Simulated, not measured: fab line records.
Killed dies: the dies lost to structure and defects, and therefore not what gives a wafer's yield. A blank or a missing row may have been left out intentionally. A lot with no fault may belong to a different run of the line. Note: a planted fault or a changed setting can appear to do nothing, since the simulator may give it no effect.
Chamber matching + flow nand_harc + NHARC_P_M2_DESCUM_14 on rie_diel-05: 4 sister chambers
The step chemistry O2, time 3 s. 14 wafers are shown with their chamber, then 7 later ones without.

== WAFERS WITH THEIR CHAMBER ==
| wafer  | chamber | oes_product_au (a.u.) | rf_vpp_V (V) | throttle_valve_pct (%) |
|--------|---------|-----------------------|--------------|------------------------|
| L551.1 | 0       | 0.991                 | 57.6         | 11.315                 |
| L551.2 | 3       | 1.029                 | 57.5         | 11.302                 |
| L551.6 | 3       | 1.017                 | 58.1         | 11.309                 |
| L554.2 | 0       | 0.995                 | 58.5         | 11.305                 |
| L554.3 | 3       | 1.011                 | 58.2         | 11.329                 |
| L554.6 | 3       | 1.002                 | 57.9         | 11.301                 |
| L555.2 | 1       | 0.999                 | 57.6         | 11.305                 |
| L555.4 | 0       | 1.003                 | 55.6         | 11.320                 |
| L555.5 | 1       | 1.001                 | 58.5         | 11.312                 |
| L559.3 | 1       | 0.999                 | 58.1         | 11.315                 |
| L559.4 | 0       | 0.996                 | 57.9         | 11.310                 |
| L559.6 | 1       | 1.004                 | 57.9         | 11.319                 |
| L568.1 | 2       | 0.985                 | 58.2         | 11.321                 |
| L568.4 | 3       | 0.998                 | 58.2         | 11.324                 |

SIGNATURES (means of the wafers above)
| reading            | chamber 0 | chamber 1 | chamber 2 | chamber 3 | scatter within a chamber |
|--------------------|-----------|-----------|-----------|-----------|--------------------------|
| oes_product_au     | 0.99625   | 1.00075   | 0.98500   | 1.01140   | 0.00837                  |
| rf_vpp_V           | 57.400    | 58.025    | 58.200    | 57.980    | 0.743                    |
| throttle_valve_pct | 11.31250  | 11.31275  | 11.32100  | 11.31300  | 0.00942                  |
Rule: a wafer's distance from a chamber is the root of the sum, over the readings, of the square of ((its reading less the chamber's mean) divided by the reading's scatter). The wafer belongs to the nearest chamber; if the next one is less than 2 further off, it can't be placed. The scatter: the root of (the sum of the squares of (reading less its chamber's mean) over the shown wafers, divided by (wafers less chambers)).

== WAFERS WITH NO CHAMBER GIVEN ==
| wafer  | oes_product_au (a.u.) | rf_vpp_V (V) | throttle_valve_pct (%) |
|--------|-----------------------|--------------|------------------------|
| L568.5 | 0.983                 | 57.2         | 11.298                 |
| L569.1 | 0.997                 | 58.7         | 11.314                 |
| L569.2 | 0.997                 | 57.3         | 11.295                 |
| L569.4 | 1.006                 | 56.9         | 11.314                 |
| L573.2 | 0.991                 | 58.5         | 11.320                 |
| L573.3 | 0.991                 | 58.2         | 11.303                 |
| L573.4 | 0.995                 | 58.0         | 11.314                 |

== CHAMBER TAKEN BY EACH ==
| wafer  | from the rows above               | in truth |
|--------|-----------------------------------|----------|
| L568.5 | can't be placed: 0 or 2 or 1 or 3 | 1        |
| L569.1 | can't be placed: 1 or 2 or 0 or 3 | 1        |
| L569.2 | can't be placed: 0 or 1 or 3 or 2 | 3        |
| L569.4 | can't be placed: 0 or 3 or 1 or 2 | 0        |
| L573.2 | can't be placed: 2 or 1 or 0 or 3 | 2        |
| L573.3 | can't be placed: 1 or 0 or 2 or 3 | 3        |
| L573.4 | can't be placed: 1 or 0 or 2 or 3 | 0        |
0 of 7 placed correctly. Unplaceable from these rows: 7, with the true chamber sitting among the candidates in 7. Placed wrongly: 0.
